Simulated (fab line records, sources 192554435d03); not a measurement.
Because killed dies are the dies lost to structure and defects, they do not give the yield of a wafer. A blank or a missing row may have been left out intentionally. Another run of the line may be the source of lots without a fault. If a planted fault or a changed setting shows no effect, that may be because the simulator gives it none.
Code-filled problem report in 8D (eight disciplines) form -- flow n5 finfet -- the parts of the form that need people (team, actions taken, sign-off) are left out

## 1. WHAT IS WRONG
A mean of 119 is read at N5_PASSIVATION_PROBE_49 for killed_at_M0_to_M3, taken on 1 wafer of 1 lot, against 35 (standard deviation 10) on wafers free of any fault. That is +8.4 standard deviations from the usual mean.
Earliest sighting: wafer L768.1 on prober-01 at day 16 23:57. Wafers with a number at this step in the record: 29, from 10 lots. By rule, "out" or "out of limits" means more than 4 standard deviations away from the usual mean. All remaining wafers that have a number are taken as sound.

## 2. WHAT THIS IS AND IS NOT
question,is,is not
which readings at this step,"killed_at_M0_to_M3, sort_bin_5_function","killed_at_M4_up, killed at contacts, killed at front end, killed at other, killed open, killed short, sort_bin_6_memory"
which lots,L768,"L750, L751, L753, L754, L755, L758, L760, L762, L764"
which wafers of those lots,L768.1,"L768.2, L768.5"
read on which tools,prober-01,prober-02
when,from day 16 23:57,up to then (26 sound wafers); but 2 sound wafers of L768 came after

## 3. THE SUSPECTS, EACH WITH WHAT RULES IT OUT
Counting: any tool at a process step up to the reading remains a suspect provided it ran every lot that is out. Sound lots after the first of them don't rule it out here, since some wafers of a struck lot are sound.
- pvd sputter-02 at N5_BEOL_M2_SPUTTER_81 (material Cu, target thk 4.5 nm, time 8.29 s): kept. It ran the lot that is out, L768 (day 11 02:42); its last sound lot up to then is L754 (day 7 20:18).
- rie diel-02 at N5_PASSIVATION_ETCH_15 (etches SiCN in CF4/N2, target depth 75 nm, time 81.2 s): kept. It ran the lot that is out, L768 (day 16 18:59); its last sound lot up to then is L760 (day 14 09:23). Because N5_PASSIVATION_ETCH_15 lacks a start for some lots, the hours and order of its lots are taken from N5_PASSIVATION_OVL_MEAS_63.
- rie diel-04 at N5_PASSIVATION_DESCUM_32 (chemistry O2, time 7.9 s): kept. It ran the lot that is out, L768 (day 16 19:03); its last sound lot up to then is L760 (day 14 09:29).
- prober-01 at N5_PASSIVATION_PROBE_49: kept. It ran the lot that is out, L768 (day 16 23:57); its last sound lot up to then is L762 (day 15 01:30). Out on those wafers are its own readings of killed_at_M0_to_M3, sort_bin_5_function.
- At N5_PASSIVATION_ETCH_15 on rie diel-02, chamber 1 took the sound wafers of the same lots and chamber 2 took the wafers that are out.
- In rie diel-04 at N5_PASSIVATION_DESCUM_32, the wafers that are out were processed in chamber 2 and their sound lot-mates in chambers 0, 3.
Left after counting: pvd sputter-02 at N5_BEOL_M2_SPUTTER_81, rie diel-02 at N5_PASSIVATION_ETCH_15, rie diel-04 at N5_PASSIVATION_DESCUM_32, prober-01 at N5_PASSIVATION_PROBE_49.

## 4. THE CAUSE (what the simulator had put in)
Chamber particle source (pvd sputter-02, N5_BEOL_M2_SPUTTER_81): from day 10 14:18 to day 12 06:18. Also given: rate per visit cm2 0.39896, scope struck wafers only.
Counting left 4 suspects, and this tool is among them.

## 5. THE EFFECT CHAIN, in route order
Each row: a reading where the mean over the struck wafers with a number is more than 3 standard deviations away from the usual. Only readings for which the record gives a usual standard deviation are gone through. hours: the time from each lot's start at the first step in this table that gives one to its start at this step, as a median over the lots. sigmas: the change in usual standard deviations.
hours,step,reading,usual,on struck wafers,change,sigmas
0,N5_PASSIVATION_PROBE_49,defect limited yield,91.3 %,86.2,-5.1,-3.4
0,N5_PASSIVATION_PROBE_49,killed_at_M0_to_M3,35,119,+84,+8.4
0,N5_PASSIVATION_PROBE_49,killed dies,103,163,+60,+3.5
0,N5_PASSIVATION_PROBE_49,sort_bin_5_function,5.1 %,9.1,+4.0,+4.3
0,N5_PASSIVATION_PROBE_49,sort n pass,1077,1017,-60,-3.5
0,N5_PASSIVATION_PROBE_49,sort yield pct,91.3 %,86.2,-5.1,-3.4
Here are the process steps it includes:
- N5_PASSIVATION_PROBE_49

## 6. WHAT WOULD HAVE CAUGHT IT SOONER
In this record no reading fell out of limits until day 16 23:57, 154 hours after the fault had begun at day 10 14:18.
Tool readings at N5_BEOL_M2_SPUTTER_81 with a usual standard deviation given in the record: none out on any struck wafer, hence no alarm at a limit of 4 standard deviations on them.
By day 16 23:57 the whole set of lots that are out, 1 in number, had already begun N5_BEOL_M2_SPUTTER_81 on pvd sputter-02. Had the tool been put on hold then, not one of them would have been saved.
